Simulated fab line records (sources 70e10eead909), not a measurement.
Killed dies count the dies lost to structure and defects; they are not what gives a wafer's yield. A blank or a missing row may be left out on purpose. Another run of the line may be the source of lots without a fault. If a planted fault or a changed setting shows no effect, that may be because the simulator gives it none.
A lot that was struck, set against a sound lot / flow nand harc / 15 steps out of a route of 1159
Sound: the wafers L586.2, L586.4, L586.6. Wafers struck: L599.2, L599.3, L599.6. The cause is given at the end.
Order at every step that has rows: each side's tool, ch and its chambers, its first start. Under that, the readings that differ: sound wafers / struck wafers / difference of the means / sigmas: that difference in standard deviations of wafers without a fault.
alike: a reading whose means differ by less than 2 such deviations, as well as words and numbers matching on both sides. not compared: withheld readings; readings where some wafer has no value; bounds like >300 that might hide an equal value; numbers whose values overlap and for which the record gives no deviation.
The two part at a step that has a row with sigmas, a row that says differs or no value, or rows on one side only. When numbers do not overlap yet have no deviation, they are printed without sigmas and do not part them. A reading missing from all wafers of one side parts the sides only when that side holds two or more wafers.

NHARC_A_M1_PRE_CLEAN_32: time 12 s.
  sound on pecvd-02 ch 0,1, day 18 03:40; struck on pecvd-02 ch 0,2, day 21 04:03
  alike: heater power w
NHARC_A_M1_DEP_33: deposits SiCN, target thk 30 nm.
  sound on pecvd-02 ch 0,1, day 18 03:44; struck on pecvd-02 ch 0,2, day 21 04:08
  alike: heater power w, showerhead vpp V
NHARC_A_BONDPAD_DEP_00: deposits SiCN, target thk 250 nm.
  sound on pecvd-02 ch 0,1,2; struck on pecvd-04 ch 0,1,2, day 21 04:44
  alike: heater power w, showerhead vpp V
NHARC_A_BONDPAD_CMP_29: polishes SiCN, target thk 200 nm.
  sound on cmp-01 ch 0,3, day 18 04:51; struck on cmp-03 ch 2,3, day 21 05:06
  alike: edge zone pressure frac, motor current A
NHARC_A_BONDPAD_THK_MEAS_30: measures by ellipsometry.
  sound on film metro-01, day 18 05:07; struck on film metro-02, day 21 05:21
  alike: thk nm
then, 7 steps without rows for these wafers: NHARC_A_BONDPAD_SRD_31; NHARC_A_BONDPAD_DEHYDRATE_01 (time 120 s); NHARC_A_BONDPAD_HMDS_02 (time 30 s); NHARC_A_BONDPAD_COAT_33 (time 65 s); NHARC_A_BONDPAD_COAT_03 (resist thk 600 nm); NHARC_A_BONDPAD_SOFTBAKE_04 (time 70 s); NHARC_A_BONDPAD_EBR_05.
NHARC_A_BONDPAD_EXPOSE_06: exposes mask A BPAD.
  sound on krf scanner-02 ch 0, day 18 05:31; struck on krf scanner-02 ch 0, day 21 05:38
reading=exposure dose mJ cm2; sound=36.94 36.97 36.91; struck=40.43 40.35 40.44; difference=+3.47; sigmas=+77
  alike: mask
then, 1 step without rows for these wafers: NHARC_A_BONDPAD_PEB_07 (peb time 80 s).
NHARC_END_SORT_01:
  the record has rows for the sound wafers here (prober-01 ch 0, day 19 17:19) and none for the struck ones

== WHERE THEY PART ==
Earliest at NHARC_A_BONDPAD_EXPOSE_06; latest, in this record, at NHARC_END_SORT_01.

WHY: whatever the simulator had introduced
Process parameter drift: krf scanner-02, from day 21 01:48 on, at NHARC_A_BONDPAD_EXPOSE_06. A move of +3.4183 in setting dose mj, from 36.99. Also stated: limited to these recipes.
